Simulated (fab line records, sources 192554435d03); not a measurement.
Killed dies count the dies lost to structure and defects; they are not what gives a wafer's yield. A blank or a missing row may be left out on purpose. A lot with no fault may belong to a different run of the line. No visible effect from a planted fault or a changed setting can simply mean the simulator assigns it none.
Which tool is to blame? / flow n5 finfet / route of 1938 steps, sampled at 1 step: 12 lots, 36 wafers

## WHAT THE GAUGES SHOWED, per wafer
N5_STI_FIN_REVEAL_THK_MEAS_05.
lot=L075; measured=day 2 16:29; on=film metro-02; thk nm (nm)=131.3 130.3 131.2
lot=L077; measured=day 3 04:15; on=film metro-02; thk nm (nm)=133.5 132.6 133.5
lot=L079; measured=day 3 14:56; on=film metro-01; thk nm (nm)=131.4 131.1 132.0
lot=L081; measured=day 4 03:21; on=film metro-02; thk nm (nm)=131.8 132.0 131.3
lot=L083; measured=day 4 15:35; on=film metro-02; thk nm (nm)=132.6 132.4 131.8
lot=L085; measured=day 5 06:22; on=film metro-01; thk nm (nm)=131.9 131.7 132.7
lot=L087; measured=day 5 15:35; on=film metro-02; thk nm (nm)=131.6 131.5 132.1
lot=L089; measured=day 6 05:38; on=film metro-02; thk nm (nm)=130.9 131.0 132.4
lot=L091; measured=day 6 15:59; on=film metro-02; thk nm (nm)=133.7 131.7 133.8
lot=L093; measured=day 7 05:38; on=film metro-01; thk nm (nm)=131.4 132.2 131.9
lot=L095; measured=day 7 15:53; on=film metro-02; thk nm (nm)=132.2 132.1 132.4
lot=L097; measured=day 8 04:04; on=film metro-02; thk nm (nm)=131.0 131.1 130.3

## EACH LOT AND THE TOOL THAT RAN IT (in order: tool; ch and the chambers of the sampled wafers; start)
No process step before these readings appears in the record.

## THE ANSWER, worked out from the rows above alone
Rule: what is usual is taken from the lots themselves. Put in order of their means at a reading, lots are off if they are a third of the lots or fewer, leave a main group of 4 or more, and stand apart from it by a gap of 3 or more times the standard deviation of the main group's means; of several such gaps the widest counts. If all means in a main group match to the digits the tables above print for the reading, that group is not used. A lot without any number at a reading at which 4 lots or more have one is off too. The other lots that the step has rows for count as sound.
No lot is off at any reading shown: from this, nothing can be told.

## WHAT WAS PUT IN BY THE SIMULATOR
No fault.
